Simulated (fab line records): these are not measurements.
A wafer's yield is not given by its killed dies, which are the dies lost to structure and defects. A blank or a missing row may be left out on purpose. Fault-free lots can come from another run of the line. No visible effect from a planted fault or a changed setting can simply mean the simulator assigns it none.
8D (eight disciplines) problem report, filled in by code    flow n5 finfet    the parts of the form that need people (team, actions taken, sign-off) are left out

== 1. WHAT WENT WRONG ==
killed at front end at N5_PASSIVATION_PROBE_49 reads a mean of 118 on 6 wafers of 2 lots; wafers without a fault read 40 with a standard deviation of 13. That puts it +6.0 standard deviations away from the usual mean.
The first sign was on wafer L871.3 at day 15 10:57, on prober-02. At this step, 12 wafers from 4 lots have a number in the record. Rule for "out", or "out of limits": more than 4 standard deviations from the usual mean. All remaining wafers that have a number are taken as sound.

== 2. WHAT IT IS AND WHAT IT IS NOT ==
question                     is                      is not
which readings at this step  killed at front end     killed_at_M4_up, killed at contacts, killed at other, killed open, killed short
which lots                   L871, L874              L876, L878
which wafers of those lots   all that have a number  -
read on which tools          prober-01, prober-02    -
when                         from day 15 10:57       up to then (0 sound wafers); but 6 sound wafers of L876, L878 came after

== 3. SUSPECTS, AND WHAT RULES EACH OUT ==
Counting: any tool at a process step up to the reading is kept as a suspect provided that every lot that is out went through it and no sound lot did after the first of them.
- epi rpcvd-01 at N5_PMOS_HMC_CHANNEL_EPI_EPI_20 (deposits SiGe30, target thk 59 nm): kept. It ran every lot that is out, first L871 (day 4 19:02), and no sound lot after that.
The count leaves epi rpcvd-01 at N5_PMOS_HMC_CHANNEL_EPI_EPI_20.

== 4. THE CAUSE (what the simulator had put in) ==
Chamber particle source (epi rpcvd-01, N5_PMOS_HMC_CHANNEL_EPI_EPI_20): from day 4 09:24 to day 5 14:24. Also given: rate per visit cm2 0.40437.
Counting left only this tool.

== 5. THE CHAIN OF EFFECTS, in route order ==
Each row: a reading where the mean over the struck wafers with a number is more than 3 standard deviations away from the usual. Scope: only readings with a usual standard deviation given in the record; hours: median across lots of the time from each lot's start at the first step in this table that gives one to its start at this step; sigmas: change in usual standard deviations.
hours  step                     reading               usual   on struck wafers  change  sigmas
0      N5_PASSIVATION_PROBE_49  defect limited yield  91.2 %  84.9              -6.3    -4.2
0      N5_PASSIVATION_PROBE_49  killed at front end   40      118               +78     +6.0
0      N5_PASSIVATION_PROBE_49  killed dies           104     179               +75     +4.4
0      N5_PASSIVATION_PROBE_49  sort_bin_5_function   5.2 %   9.7               +4.5    +4.8
0      N5_PASSIVATION_PROBE_49  sort n pass           1076    1001              -75     -4.4
0      N5_PASSIVATION_PROBE_49  sort yield pct        91.2 %  84.9              -6.3    -4.2
Process steps it contains:
- N5_PASSIVATION_PROBE_49

== 6. HOW IT WOULD HAVE BEEN CAUGHT EARLIER ==
In this record the first reading out of limits was taken at day 15 10:57, 266 hours after the fault began at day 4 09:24.
By day 15 10:57 the whole set of lots that are out, 2 in number, had already begun N5_PMOS_HMC_CHANNEL_EPI_EPI_20 on epi rpcvd-01. A hold on the tool at that time would have spared none of them.
